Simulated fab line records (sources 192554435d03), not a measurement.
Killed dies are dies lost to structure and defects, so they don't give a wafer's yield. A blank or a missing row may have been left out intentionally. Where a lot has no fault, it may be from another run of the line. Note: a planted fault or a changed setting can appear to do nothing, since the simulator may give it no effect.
fab line records + flow n5-finfet
record:
- lots: 5
- wafers: 15
- last-day: 17
route steps=1938 shown BEOL_M6@1224 PASSIVATION@1936
lots untouched by any fault: they come from a run of this same line in which no faults occurred
start-h: the number of hours between the record's first day and the start of the first shown wafer of the lot + wait-h: hours since the lot's step before + " identical to the entry in the row above + L1.1+2: one row covering several wafers at once + - no value, or no start given + * or withheld: withheld + < > ~ a bound
route shown NAME@n: names a module that has steps shown in the file, with the first one's number in the route + usual: mean/standard deviation taken from wafers without a fault + same: alike in all rows + chamber/n: place in a boat + sites: per-site readings + _std_site: standard deviation across them + _edge_site: mean of outer sites minus mean of inner sites + radius-mm: how far each site lies from the wafer's centre + mask NAME#n: copy n + behind: the tool/chamber that last shaped the wafer + hold: the reason the lot was held/the length of the hold in hours/how it ended + device: the n, p or np transistor that did not switch + end of line: the route-end tests of the same wafers + a step with no rows: only its recipe + killed: at the first sort, the dies lost to defects and structure; wafer yield is something else + map: dies across one wafer; x = killed, . = not, _ = none there
set.NAME: the setting the step ran with; set.NAME@STEP: the setting that earlier step ran with + model.NAME: the simulator's own value behind a step, which no gauge read
lots seen at some steps along the route; tables by step, rows by wafer
services: a tool's chamber out of use, with start hour (start-h, from the record's first day; less than 0 if before it), hours out, and reason
== steps ==
step: N5_BEOL_M6_EXPOSE_25
recipe:
- mask-id: V5
- na: 0.33
- source-shape: annular
- sigma-inner: 0.4
- sigma-outer: 0.8
- polarization: unpolarized
- target-cd-nm: 40
- dose-mj: 45
step: N5_BEOL_M6_PEB_26
recipe:
- peb-temp-c: 100
- peb-time-s: 60
- resist: CAR-EUV
step: N5_BEOL_M6_DEVELOP_27
recipe:
- develop-time-s: 30
- developer: TMAH
- resist: CAR-EUV
- rinse-liquid: surfactant-rinse
- dry: air-spin
- dev-temp-c: 23
step: N5_BEOL_M6_CD_MEAS_28
recipe:
- target-cd-nm: 40
- landing-energy-ev: 500
- detector: se-inlens
usual:
- cd-nm: 39.98/0.21
same:
- landing-energy-ev: 500
| lot.wafer | tool      | chamber | start-h | wait-h | cd-nm |
|-----------|-----------|---------|---------|--------|-------|
| L837.2    | cd-sem-03 | 0       | 202.95  | -      | 39.82 |
| L837.3    | "         | 0       | "       | "      | 39.92 |
| L837.6    | "         | 0       | "       | "      | 39.84 |
| L838.1    | cd-sem-01 | 0       | 203.08  | -      | 39.76 |
| L838.2    | "         | 0       | "       | "      | 39.78 |
| L838.4    | "         | 0       | "       | "      | 39.74 |
| L847.1    | cd-sem-03 | 0       | 253.97  | -      | 40.25 |
| L847.2    | "         | 0       | "       | "      | 40.51 |
| L847.4    | "         | 0       | "       | "      | 40.16 |
| L851.2    | cd-sem-03 | 0       | 276.99  | -      | 40.05 |
| L851.3    | "         | 0       | "       | "      | 39.82 |
| L851.5    | "         | 0       | "       | "      | 40.35 |
| L856.2    | cd-sem-03 | 0       | 316.60  | -      | 39.79 |
| L856.5    | "         | 0       | "       | "      | 39.85 |
| L856.6    | "         | 0       | "       | "      | 40.10 |
step: N5_BEOL_M6_OVL_MEAS_29
recipe:
- points-per-wafer: 522
usual:
- V5_OVL: 0.1/0.65
| lot.wafer | tool       | chamber | start-h | wait-h | V5_OVL[nm] |
|-----------|------------|---------|---------|--------|------------|
| L837.2    | overlay-02 | 0       | 202.98  | 0.0    | 0.4        |
| L837.3    | "          | 0       | "       | "      | 0.9        |
| L837.6    | "          | 0       | "       | "      | 1.0        |
| L838.1    | overlay-01 | 0       | 203.11  | 0.0    | -1.4       |
| L838.2    | "          | 0       | "       | "      | 0.9        |
| L838.4    | "          | 0       | "       | "      | 0.2        |
| L847.1    | overlay-02 | 0       | 254.00  | 0.0    | 0.2        |
| L847.2    | "          | 0       | "       | "      | 0.4        |
| L847.4    | "          | 0       | "       | "      | -0.1       |
| L851.2    | overlay-02 | 0       | 277.02  | 0.0    | -0.4       |
| L851.3    | "          | 0       | "       | "      | -0.1       |
| L851.5    | "          | 0       | "       | "      | -0.7       |
| L856.2    | overlay-01 | 0       | 316.64  | 0.0    | -0.7       |
| L856.5    | "          | 0       | "       | "      | 0.6        |
| L856.6    | "          | 0       | "       | "      | 0.5        |
step: N5_BEOL_M6_INSPECT_30
recipe:
- mode: adi
- inspect-instrument: brightfield
usual:
- raw-defect-count: 439/100
| lot.wafer | tool              | chamber | start-h | wait-h | raw-defect-count |
|-----------|-------------------|---------|---------|--------|------------------|
| L837.2    | defect-inspect-01 | -       | 203.03  | 0.0    | 387              |
| L837.3    | "                 | -       | "       | "      | 347              |
| L837.6    | "                 | -       | "       | "      | 299              |
| L838.1    | defect-inspect-02 | -       | 203.17  | 0.1    | 311              |
| L838.2    | "                 | -       | "       | "      | 311              |
| L838.4    | "                 | -       | "       | "      | 275              |
| L847.1    | defect-inspect-01 | -       | 254.06  | 0.1    | 486              |
| L847.2    | "                 | -       | "       | "      | 418              |
| L847.4    | "                 | -       | "       | "      | 418              |
| L851.2    | defect-inspect-02 | -       | 277.08  | 0.1    | 415              |
| L851.3    | "                 | -       | "       | "      | 333              |
| L851.5    | "                 | -       | "       | "      | 368              |
| L856.2    | defect-inspect-02 | -       | 316.69  | 0.0    | 577              |
| L856.5    | "                 | -       | "       | "      | 689              |
| L856.6    | "                 | -       | "       | "      | 355              |
step: N5_BEOL_M6_DESCUM_33
recipe:
- chemistry: O2
- time-s: 7
- source-power-w: 50
- bias-power-w: 20
- pressure-mtorr: 20
- rf-frequency-hz: 2.712e+07
- temp-c: 40
- resist: CAR-EUV
- o2-flow-sccm: 225
usual:
- drypump-motor-current-A: 5.8/0.4
- oes-product-au: 0.81/0.079
- rf-fwd-power-W: 49.37/0.19
- rf-vpp-V: 243.6/1.3
- showerhead-plenum-p-Torr: 2.12/0.07
- temp-c: 39.99/0.11
- throttle-valve-pct: 20.26/0.25
| lot.wafer | tool        | chamber | start-h | wait-h | drypump-motor-current-A | oes-product-au | rf-fwd-power-W | rf-hours-counter-h | rf-vpp-V | showerhead-plenum-p-Torr | temp-c | throttle-valve-pct |
|-----------|-------------|---------|---------|--------|-------------------------|----------------|----------------|--------------------|----------|--------------------------|--------|--------------------|
| L837.2    | rie-diel-04 | 1       | 203.29  | 0.3    | 6.0                     | 0.85           | 49.76          | 67                 | 242.8    | 2.12                     | 40.14  | 19.98              |
| L837.3    | "           | 0       | "       | "      | 5.4                     | 0.87           | 49.32          | 55                 | 244.4    | 2.13                     | 40.05  | 20.35              |
| L837.6    | "           | 3       | "       | "      | 5.6                     | 0.94           | 49.18          | -                  | 243.5    | 2.14                     | 39.95  | 20.03              |
| L838.1    | rie-diel-06 | 3       | 203.81  | 0.6    | 6.6                     | 0.68           | 49.48          | 242                | 242.5    | 1.97                     | 39.89  | 20.11              |
| L838.2    | "           | 2       | "       | "      | 5.6                     | 0.76           | 49.38          | 163                | 241.6    | 2.00                     | 39.93  | 20.45              |
| L838.4    | "           | 1       | "       | "      | 6.4                     | 0.84           | 49.31          | 74                 | 245.6    | 2.21                     | 39.99  | 20.35              |
| L847.1    | rie-diel-04 | 3       | 254.09  | 0.0    | 5.6                     | 0.88           | 49.26          | 34                 | 244.0    | 2.13                     | 40.01  | 20.07              |
| L847.2    | "           | 2       | "       | "      | 5.9                     | 0.77           | 49.29          | 118                | 243.7    | 2.11                     | 39.87  | 20.65              |
| L847.4    | "           | 0       | "       | "      | 5.4                     | 0.83           | 49.55          | 75                 | 243.7    | 2.12                     | 39.95  | 20.37              |
| L851.2    | rie-diel-05 | 0       | 277.27  | 0.2    | 5.0                     | 0.84           | 49.40          | 55                 | 245.5    | 2.21                     | 39.81  | 20.46              |
| L851.3    | "           | 2       | "       | "      | 5.8                     | 0.86           | 49.76          | 61                 | 244.7    | 2.12                     | 39.92  | 19.88              |
| L851.5    | "           | 0       | "       | "      | 5.1                     | 0.84           | 49.45          | -                  | 243.8    | 2.21                     | 40.18  | 20.45              |
| L856.2    | rie-diel-06 | 2       | 316.72  | 0.0    | 5.6                     | 0.73           | 49.52          | 198                | 241.7    | 1.99                     | 39.86  | 20.50              |
| L856.5    | "           | 0       | "       | "      | 5.9                     | 0.71           | 49.30          | -                  | 242.2    | 2.08                     | 40.01  | 20.41              |
| L856.6    | "           | 1       | "       | "      | 6.4                     | 0.81           | 49.27          | -                  | 244.7    | 2.20                     | 39.97  | 20.40              |
step: N5_BEOL_M6_ETCH_72
recipe:
- chemistry: N2/H2
- target: underlayer
- target-depth-a: 65
- mask-material: CAR-EUV
- time-s: 5.2
- ion-energy-ev: 200
- pressure-mtorr: 30
- source-w: 840
- bias-w: 150
- n2-flow-sccm: 200
- h2-flow-sccm: 200
- ends: cleared
usual:
- drypump-motor-current-A: 5.8/0.41
- etch-rf-on-time-s: 5.19/0.065
- n2-flow-sccm: 200.0/0.61
- oes-product-au: 0.69/0.067
- rf-fwd-power-W: 819.4/2.4
- rf-vpp-V: 524.8/2.6
- showerhead-plenum-p-Torr: 2.58/0.087
- throttle-valve-pct: 17.68/0.25
| lot.wafer | tool        | chamber | start-h | wait-h | drypump-motor-current-A | etch-rf-on-time-s | n2-flow-sccm | oes-product-au | rf-fwd-power-W | rf-hours-counter-h | rf-vpp-V | showerhead-plenum-p-Torr | throttle-valve-pct |
|-----------|-------------|---------|---------|--------|-------------------------|-------------------|--------------|----------------|----------------|--------------------|----------|--------------------------|--------------------|
| L837.2    | rie-diel-04 | 1       | 203.33  | 0.0    | 6.0                     | 5.09              | 199.7        | 0.73           | 816.9          | 67                 | 525.8    | 2.58                     | 17.41              |
| L837.3    | "           | 0       | "       | "      | 5.4                     | 5.19              | 199.4        | 0.73           | 813.7          | 56                 | 525.1    | 2.57                     | 17.62              |
| L837.6    | "           | 3       | "       | "      | 5.6                     | 5.00              | 200.6        | 0.79           | 819.0          | -                  | 524.9    | 2.60                     | 17.45              |
| L838.1    | rie-diel-06 | 3       | 203.84  | 0.0    | 6.6                     | 5.20              | 200.7        | 0.59           | 821.2          | 242                | 519.9    | 2.40                     | 17.65              |
| L838.2    | "           | 2       | "       | "      | 5.6                     | 5.07              | 200.0        | 0.64           | 818.7          | 163                | 521.3    | 2.44                     | 17.87              |
| L838.4    | "           | 1       | "       | "      | 6.5                     | 5.20              | 199.8        | 0.72           | 820.7          | 74                 | 525.7    | 2.69                     | 17.77              |
| L847.1    | rie-diel-04 | 3       | 254.13  | 0.0    | 5.6                     | 5.10              | 199.2        | 0.76           | 815.9          | 34                 | 525.2    | 2.59                     | 17.48              |
| L847.2    | "           | 2       | "       | "      | 5.9                     | 5.19              | 200.9        | 0.67           | 818.7          | 118                | 524.4    | 2.56                     | 18.11              |
| L847.4    | "           | 0       | "       | "      | 5.4                     | 5.25              | 199.8        | 0.70           | 820.5          | 75                 | 523.2    | 2.57                     | 17.68              |
| L851.2    | rie-diel-05 | 0       | 277.31  | 0.0    | 5.1                     | 5.13              | 200.6        | 0.71           | 815.7          | 55                 | 526.9    | 2.70                     | 17.95              |
| L851.3    | "           | 2       | "       | "      | 5.8                     | 5.21              | 199.0        | 0.71           | 822.7          | 61                 | 526.8    | 2.58                     | 17.27              |
| L851.5    | "           | 0       | "       | "      | 5.1                     | 5.21              | 200.9        | 0.70           | 820.1          | -                  | 527.9    | 2.70                     | 17.94              |
| L856.2    | rie-diel-06 | 2       | 316.76  | 0.0    | 5.7                     | 5.23              | 200.1        | 0.63           | 820.8          | 198                | 522.0    | 2.42                     | 17.93              |
| L856.5    | "           | 0       | "       | "      | 5.9                     | 5.28              | 199.5        | 0.59           | 820.4          | -                  | 523.9    | 2.52                     | 17.73              |
| L856.6    | "           | 1       | "       | "      | 6.4                     | 5.32              | 200.8        | 0.69           | 820.6          | -                  | 528.0    | 2.67                     | 17.85              |
step: N5_BEOL_M6_ETCH_65
recipe:
- chemistry: CF4
- target: SiARC
- target-depth-a: 156
- mask-material: CAR-EUV
- time-s: 26
- ion-energy-ev: 80
- pressure-mtorr: 40
- source-w: 545
- bias-w: 36
- Ar_flow_sccm: 100
- cf4-flow-sccm: 100
- ends: cleared
usual:
- drypump-motor-current-A: 5.8/0.4
- etch-rf-on-time-s: 26.0/0.34
- oes-product-au: 0.69/0.068
- rf-fwd-power-W: 532.6/2.4
- rf-vpp-V: 184.4/1.2
- showerhead-plenum-p-Torr: 2.17/0.068
- throttle-valve-pct: 15.45/0.23
| lot.wafer | tool        | chamber | start-h | wait-h | drypump-motor-current-A | etch-rf-on-time-s | oes-product-au | rf-fwd-power-W | rf-hours-counter-h | rf-vpp-V | showerhead-plenum-p-Torr | throttle-valve-pct |
|-----------|-------------|---------|---------|--------|-------------------------|-------------------|----------------|----------------|--------------------|----------|--------------------------|--------------------|
| L837.2    | rie-diel-04 | 1       | 203.35  | 0.0    | 6.0                     | 25.7              | 0.72           | 534.9          | 67                 | 183.4    | 2.18                     | 15.24              |
| L837.3    | "           | 0       | "       | "      | 5.4                     | 26.3              | 0.73           | 531.4          | 56                 | 186.7    | 2.18                     | 15.51              |
| L837.6    | "           | 3       | "       | "      | 5.6                     | 25.5              | 0.80           | 533.2          | -                  | 184.6    | 2.19                     | 15.22              |
| L838.1    | rie-diel-06 | 3       | 203.86  | 0.0    | 6.6                     | 26.1              | 0.57           | 529.3          | 242                | 182.7    | 2.02                     | 15.41              |
| L838.2    | "           | 2       | "       | "      | 5.6                     | 26.0              | 0.64           | 537.4          | 163                | 183.2    | 2.05                     | 15.67              |
| L838.4    | "           | 1       | "       | "      | 6.5                     | 26.3              | 0.73           | 530.4          | 74                 | 186.3    | 2.26                     | 15.52              |
| L847.1    | rie-diel-04 | 3       | 254.14  | 0.0    | 5.6                     | 25.3              | 0.76           | 530.6          | 34                 | 184.7    | 2.18                     | 15.24              |
| L847.2    | "           | 2       | "       | "      | 5.9                     | 25.7              | 0.68           | 530.1          | 118                | 186.1    | 2.15                     | 15.78              |
| L847.4    | "           | 0       | "       | "      | 5.4                     | 26.0              | 0.71           | 527.2          | 75                 | 184.6    | 2.17                     | 15.54              |
| L851.2    | rie-diel-05 | 0       | 277.32  | 0.0    | 5.1                     | 26.1              | 0.72           | 531.7          | 55                 | 187.2    | 2.26                     | 15.58              |
| L851.3    | "           | 2       | "       | "      | 5.8                     | 25.8              | 0.73           | 533.9          | 61                 | 185.1    | 2.17                     | 15.09              |
| L851.5    | "           | 0       | "       | "      | 5.1                     | 25.9              | 0.71           | 532.1          | -                  | 184.8    | 2.26                     | 15.59              |
| L856.2    | rie-diel-06 | 2       | 316.77  | 0.0    | 5.6                     | 26.7              | 0.62           | 535.8          | 198                | 182.6    | 2.04                     | 15.75              |
| L856.5    | "           | 0       | "       | "      | 5.9                     | 26.8              | 0.59           | 529.4          | -                  | 183.0    | 2.12                     | 15.55              |
| L856.6    | "           | 1       | "       | "      | 6.4                     | 26.9              | 0.69           | 530.5          | -                  | 185.7    | 2.24                     | 15.58              |
step: N5_BEOL_M6_ETCH_66
recipe:
- chemistry: N2/H2
- target: SOC
- target-depth-a: 800
- overetch-a: 160
- mask-material: SiARC
- temp-c: 40
- time-s: 120
- ion-energy-ev: 200
- pressure-mtorr: 30
- source-w: 840
- bias-w: 150
- n2-flow-sccm: 200
- h2-flow-sccm: 200
usual:
- drypump-motor-current-A: 5.8/0.41
- n2-flow-sccm: 200.0/0.63
- oes-product-au: 0.62/0.058
- rf-fwd-power-W: 835.7/2.8
- rf-vpp-V: 524.8/2.6
- showerhead-plenum-p-Torr: 2.58/0.086
- temp-c: 40.00/0.11
- throttle-valve-pct: 17.63/0.25
| lot.wafer | tool        | chamber | start-h | wait-h | drypump-motor-current-A | n2-flow-sccm | oes-product-au | rf-fwd-power-W | rf-hours-counter-h | rf-vpp-V | showerhead-plenum-p-Torr | temp-c | throttle-valve-pct |
|-----------|-------------|---------|---------|--------|-------------------------|--------------|----------------|----------------|--------------------|----------|--------------------------|--------|--------------------|
| L837.2    | rie-diel-04 | 1       | 203.37  | 0.0    | 6.0                     | 199.4        | 0.65           | 831.3          | 67                 | 525.9    | 2.58                     | 40.03  | 17.36              |
| L837.3    | "           | 0       | "       | "      | 5.5                     | 199.5        | 0.65           | 837.9          | 56                 | 525.3    | 2.57                     | 39.84  | 17.57              |
| L837.6    | "           | 3       | "       | "      | 5.6                     | 199.2        | 0.70           | 835.4          | -                  | 524.2    | 2.60                     | 40.01  | 17.41              |
| L838.1    | rie-diel-06 | 3       | 203.89  | 0.0    | 6.6                     | 200.4        | 0.52           | 834.2          | 242                | 520.6    | 2.40                     | 39.82  | 17.61              |
| L838.2    | "           | 2       | "       | "      | 5.6                     | 200.0        | 0.58           | 838.6          | 163                | 521.7    | 2.44                     | 39.91  | 17.84              |
| L838.4    | "           | 1       | "       | "      | 6.4                     | 199.4        | 0.65           | 830.7          | 74                 | 528.6    | 2.69                     | 39.90  | 17.75              |
| L847.1    | rie-diel-04 | 3       | 254.17  | 0.0    | 5.6                     | 200.5        | 0.67           | 833.4          | 34                 | 526.0    | 2.59                     | 40.02  | 17.44              |
| L847.2    | "           | 2       | "       | "      | 5.9                     | 199.4        | 0.60           | 833.9          | 118                | 523.8    | 2.56                     | 40.05  | 18.06              |
| L847.4    | "           | 0       | "       | "      | 5.4                     | 201.0        | 0.64           | 832.4          | 75                 | 526.2    | 2.57                     | 39.90  | 17.63              |
| L851.2    | rie-diel-05 | 0       | 277.35  | 0.0    | 5.1                     | 200.5        | 0.64           | 827.6          | 55                 | 528.0    | 2.70                     | 39.99  | 17.91              |
| L851.3    | "           | 2       | "       | "      | 5.8                     | 200.4        | 0.65           | 840.5          | 61                 | 525.2    | 2.58                     | 39.82  | 17.21              |
| L851.5    | "           | 0       | "       | "      | 5.1                     | 200.5        | 0.64           | 832.3          | -                  | 527.9    | 2.70                     | 40.09  | 17.89              |
| L856.2    | rie-diel-06 | 2       | 316.80  | 0.0    | 5.6                     | 200.4        | 0.56           | 838.0          | 198                | 521.3    | 2.42                     | 39.99  | 17.89              |
| L856.5    | "           | 0       | "       | "      | 5.9                     | 200.1        | 0.53           | 837.0          | -                  | 523.6    | 2.52                     | 39.94  | 17.70              |
| L856.6    | "           | 1       | "       | "      | 6.5                     | 200.6        | 0.62           | 834.6          | -                  | 529.0    | 2.67                     | 39.94  | 17.80              |
step: N5_BEOL_M6_STRIP_69
recipe:
- chemistry: N2/H2
- temp-c: 40
- n2-flow-sccm: 200
- h2-flow-sccm: 200
- rf-frequency-hz: 6e+07
step: N5_BEOL_M6_STRIP_73
recipe:
- chemistry: N2/H2
- temp-c: 40
- n2-flow-sccm: 200
- h2-flow-sccm: 200
- rf-frequency-hz: 6e+07
step: N5_BEOL_M6_VIA_ETCH_34
recipe:
- chemistry: C4F6/O2
- target: SiCOH_lowk
- target-depth-a: 1263
- mask-material: SOC
- taper-deg: 4
- time-s: 50.9
- ion-energy-ev: 250
- pressure-mtorr: 30
- source-w: 345
- bias-w: 185
- Ar_flow_sccm: 300
- C4F6_flow_sccm: 10
- O2_flow_sccm: 10
usual:
- O2_flow_sccm: 10.002/0.029
- drypump-motor-current-A: 5.8/0.4
- oes-product-au: 0.81/0.08
- rf-fwd-power-W: 341.5/1.2
- rf-vpp-V: 667/6.6
- showerhead-plenum-p-Torr: 2.88/0.091
- throttle-valve-pct: 20.71/0.24
| lot.wafer | tool        | chamber | start-h | wait-h | O2_flow_sccm | drypump-motor-current-A | oes-product-au | rf-fwd-power-W | rf-hours-counter-h | rf-vpp-V | showerhead-plenum-p-Torr | throttle-valve-pct | model.etch.depth-nm | model.SOC_of_BEOL_M6_COAT_63.thk-nm | model.BEOL_M6.cd-nm |
|-----------|-------------|---------|---------|--------|--------------|-------------------------|----------------|----------------|--------------------|----------|--------------------------|--------------------|---------------------|-------------------------------------|---------------------|
| L837.2    | rie-diel-04 | 1       | 203.47  | 0.0    | 9.979        | 6.0                     | 0.84           | 342.0          | 67                 | 669      | 2.89                     | 20.49              | 126.3               | 54.2                                | 40.2                |
| L837.3    | "           | 0       | "       | "      | 9.982        | 5.5                     | 0.85           | 339.9          | 56                 | 681      | 2.89                     | 20.80              | 125.5               | 54                                  | 39.8                |
| L837.6    | "           | 3       | "       | "      | 10.040       | 5.6                     | 0.93           | 342.4          | -                  | 670      | 2.91                     | 20.54              | 129.3               | 53.8                                | 40.2                |
| L838.1    | rie-diel-06 | 3       | 203.99  | 0.0    | 10.035       | 6.6                     | 0.68           | 339.6          | 242                | 662      | 2.69                     | 20.56              | 124.1               | 54                                  | 40                  |
| L838.2    | "           | 2       | "       | "      | 9.988        | 5.6                     | 0.76           | 341.9          | 163                | 663      | 2.73                     | 20.93              | 126.9               | 54                                  | 40                  |
| L838.4    | "           | 1       | "       | "      | 9.957        | 6.4                     | 0.85           | 341.1          | 74                 | 667      | 2.99                     | 20.80              | 126                 | 54                                  | 39.8                |
| L847.1    | rie-diel-04 | 3       | 254.27  | 0.0    | 10.016       | 5.6                     | 0.88           | 340.1          | 35                 | 671      | 2.90                     | 20.54              | 127.9               | 54                                  | 40.2                |
| L847.2    | "           | 2       | "       | "      | 9.967        | 5.9                     | 0.79           | 342.6          | 118                | 670      | 2.86                     | 21.10              | 127.6               | 54                                  | 40.2                |
| L847.4    | "           | 0       | "       | "      | 9.974        | 5.4                     | 0.99           | 343.2          | 75                 | 681      | 2.88                     | 20.88              | 164.6               | 52.2                                | 40.4                |
| L851.2    | rie-diel-05 | 0       | 277.45  | 0.0    | 9.959        | 5.1                     | 0.84           | 342.0          | 55                 | 664      | 3.01                     | 20.94              | 127.1               | 54.2                                | 39.6                |
| L851.3    | "           | 2       | "       | "      | 10.048       | 5.8                     | 0.86           | 342.4          | 61                 | 665      | 2.88                     | 20.31              | 129                 | 53.8                                | 39.8                |
| L851.5    | "           | 0       | "       | "      | 9.958        | 5.1                     | 0.84           | 340.8          | -                  | 665      | 3.01                     | 20.93              | 127.5               | 54                                  | 39.6                |
| L856.2    | rie-diel-06 | 2       | 316.90  | 0.0    | 10.035       | 5.6                     | 0.73           | 343.7          | 198                | 662      | 2.71                     | 20.95              | 125.4               | 54                                  | 40.2                |
| L856.5    | "           | 0       | "       | "      | 9.983        | 5.9                     | 0.69           | 340.5          | -                  | 655      | 2.82                     | 20.76              | 124.1               | 54                                  | 40.4                |
| L856.6    | "           | 1       | "       | "      | 10.029       | 6.4                     | 0.81           | 340.2          | -                  | 664      | 2.98                     | 20.84              | 124.9               | 53.8                                | 40                  |
step: N5_BEOL_M6_STRIP_76
recipe:
- chemistry: C4F6/O2
- resist: SiARC
- rf-frequency-hz: 6e+07
step: N5_PASSIVATION_PROBE_49
usual:
- defect-limited-yield: 91.3/1.4
- killed_at_M0_to_M3: 34/10
- killed_at_M4_up: 13/4.8
- killed-at-contacts: 12/6.1
- killed-at-front-end: 40/11
- killed-at-other: 3.7/2.8
- killed-dies: 103/16
- killed-open: 67/12
- killed-short: 34/7.4
- sort_bin_5_function: 5.1/0.95
- sort_bin_6_memory: 3.2/0.62
- sort-n-pass: 1077/16
- sort-yield-pct: 91.3/1.4
same:
- gross-dies: 1180
- killed-at-back-side: 0
- sort_bin_4_leakage[%]: 0
- sort_bin_8_speed[%]: 0
| lot.wafer | tool      | chamber | start-h | wait-h | defect-limited-yield[%] | killed_at_M0_to_M3 | killed_at_M4_up | killed-at-contacts | killed-at-front-end | killed-at-other | killed-dies | killed-open | killed-short | sort_bin_5_function[%] | sort_bin_6_memory[%] | sort-n-pass | sort-yield-pct[%] |
|-----------|-----------|---------|---------|--------|-------------------------|--------------------|-----------------|--------------------|---------------------|-----------------|-------------|-------------|--------------|------------------------|----------------------|-------------|-------------------|
| L838.1    | prober-02 | -       | 288.39  | 0.0    | 91.0                    | 40                 | 12              | 3                  | 48                  | 3               | 106         | 69          | 35           | 4.8                    | 3.5                  | 1074        | 91.0              |
| L838.2    | prober-02 | -       | 288.44  | 0.1    | 93.1                    | 32                 | 7               | 7                  | 36                  | 0               | 82          | 59          | 22           | 4.2                    | 2.5                  | 1098        | 93.1              |
| L838.4    | prober-02 | -       | 288.54  | 0.2    | 92.6                    | 26                 | 12              | 11                 | 33                  | 5               | 87          | 64          | 22           | 4.4                    | 2.7                  | 1093        | 92.6              |
| L847.1    | prober-02 | -       | 337.26  | 0.0    | 92.3                    | 32                 | 12              | 7                  | 34                  | 6               | 91          | 58          | 32           | 4.3                    | 3.2                  | 1089        | 92.3              |
| L847.2    | prober-02 | -       | 337.31  | 0.1    | 90.5                    | 31                 | 17              | 5                  | 53                  | 6               | 112         | 73          | 37           | 5.8                    | 3.1                  | 1068        | 90.5              |
| L847.4    | prober-02 | -       | 337.41  | 0.2    | 91.4                    | 35                 | 10              | 10                 | 45                  | 1               | 101         | 60          | 37           | 5.3                    | 2.4                  | 1079        | 91.4              |
killed by level:class
L838.1 BEOL_M2:geometric-particle:open=17 STI_FIN_REVEAL:geometric-particle:open=12 FIN_SAQP:geometric-particle:open=7 BEOL_M4:geometric-particle:open=6 BEOL_M3:geometric-particle:open=6 FIN_SAQP:geometric-particle:short=5 GATE_CUT:geometric-particle:short=5 STARTING-WAFER:geometric-particle:short=5
L838.2 STI_FIN_REVEAL:geometric-particle:open=16 BEOL_M2:geometric-particle:open=12 BEOL_M1:geometric-particle:open=6 MOL_CONTACT_COAG:geometric-particle:open=5 BEOL_M3:geometric-particle:open=5 GATE_CUT:geometric-particle:short=3 BEOL_M0_SAQP:geometric-particle:open=3 BEOL_M4:geometric-particle:open=3
L838.4 MOL_CONTACT_COAG:geometric-particle:open=10 FIN_SAQP:geometric-particle:open=9 BEOL_M4:geometric-particle:open=7 STI_FIN_REVEAL:geometric-particle:open=6 FIN_SAQP:geometric-particle:short=5 BEOL_M0_SAQP:geometric-particle:open=5 BEOL_M2:geometric-particle:open=5 BEOL_M0_SAQP:geometric-particle:short=4
L847.1 BEOL_M2:geometric-particle:open=9 STI_FIN_REVEAL:geometric-particle:open=8 FIN_SAQP:geometric-particle:short=6 MOL_CONTACT_COAG:geometric-particle:open=6 FIN_SAQP:geometric-particle:open=5 BEOL_M5:geometric-particle:open=5 DUMMY_GATE:geometric-particle:open=4 BEOL_M3:geometric-particle:short=4
L847.2 FIN_SAQP:geometric-particle:open=16 FIN_SAQP:geometric-particle:short=12 BEOL_M4:geometric-particle:open=10 BEOL_M0_SAQP:geometric-particle:short=7 BEOL_M2:geometric-particle:open=6 STI_FIN_REVEAL:geometric-particle:open=5 DUMMY_GATE:geometric-particle:open=5 BEOL_M0_SAQP:geometric-particle:open=5
L847.4 FIN_SAQP:geometric-particle:short=17 BEOL_M2:geometric-particle:open=13 FIN_SAQP:geometric-particle:open=11 MOL_CONTACT_COAG:geometric-particle:open=9 BEOL_M0_SAQP:geometric-particle:open=5 BEOL_M1:geometric-particle:open=5 BEOL_M4:geometric-particle:open=5 STARTING-WAFER:geometric-particle:short=5
== services ==
| tool        | chamber | start-h | hours | kind                          |
|-------------|---------|---------|-------|-------------------------------|
| rie-diel-05 | 3       | 204.47  | -     | clean                         |
| rie-diel-05 | 3       | 204.47  | -     | consumable-replace:focus-ring |
| rie-diel-05 | 3       | 204.47  | 40.2  | scheduled-down                |
| rie-diel-05 | 3       | 204.47  | 40.2  | vent-cycle                    |
| rie-diel-06 | 3       | 228.27  | -     | clean                         |
| rie-diel-06 | 3       | 228.27  | -     | consumable-replace:focus-ring |
| rie-diel-06 | 3       | 228.27  | -     | consumable-replace:showerhead |
| rie-diel-06 | 3       | 228.27  | 22.3  | scheduled-down                |
| rie-diel-06 | 3       | 228.27  | 22.3  | vent-cycle                    |
| rie-diel-04 | 0       | 314.36  | 2.7   | repair                        |
== key ==
first-sign none at tools or gauges
model-effect:
- step: N5_BEOL_M6_VIA_ETCH_34
- value: etch.depth-nm
- without: 125.8
- struck: 164.6
met-at N5_BEOL_M6_VIA_ETCH_34
struck-wafers L847.4
onset-between 203.47 254.27
fault:
- kind: process-parameter-drift
- tool: rie-diel-04
- chamber: 0
- onset-h: 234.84
- steps: N5_BEOL_M6_VIA_ETCH_34
- channel: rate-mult
- offset: 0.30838
- shape: step
- end-h: 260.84
